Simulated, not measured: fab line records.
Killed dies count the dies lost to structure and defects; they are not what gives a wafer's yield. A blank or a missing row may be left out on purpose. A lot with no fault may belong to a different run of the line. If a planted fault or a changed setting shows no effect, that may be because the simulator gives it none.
Matching of chambers -- flow n5 finfet -- N5_MOL_CONTACT_COAG_ETCH_48 on rie diel-04 has 4 sister chambers
The step etches SiOC in C4F6/O2, target depth 15 nm, overetch 4.5 nm, time 17 s. 4 wafers are shown with their chamber, then 8 later ones without.

## WAFERS WITH THEIR CHAMBER
wafer,chamber,drypump motor current A (A)
L084.3,2,5.8
L092.1,1,6.1
L092.5,3,5.9
L093.3,0,6.5

## WAFERS WHOSE CHAMBER IS MISSING
wafer,drypump motor current A (A)
L093.4,6.0
L093.5,6.5
L095.2,6.0
L095.3,5.8
L095.4,6.5
L097.2,6.0
L097.3,6.1
L097.4,5.8

## WHICH CHAMBER EACH WENT THROUGH
wafer,from the rows above,in truth
L093.4,can't be placed: 1 or 3 or 2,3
L093.5,0,0
L095.2,can't be placed: 1 or 3 or 2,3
L095.3,can't be placed: 2 or 3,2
L095.4,0,0
L097.2,can't be placed: 1 or 3 or 2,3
L097.3,1,1
L097.4,can't be placed: 2 or 3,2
Correctly placed: 3 of 8. Cannot be placed on the basis of these rows: 5; the candidates contain the true chamber in 5. Number placed wrongly: 0.
How it was worked out, from the rows above alone: a wafer's distance from a chamber is the root of the sum, over the readings, of the square of ((its reading less the chamber's mean) divided by the reading's scatter). If the next closest chamber is less than 2 further off than the closest, the wafer can't be placed; otherwise it belongs to the closest. Each chamber's mean is taken over the wafers shown for it. The scatter (one wafer shown for each chamber): square how far every hidden wafer sits from the nearest shown wafer, average those squares and take the square root.
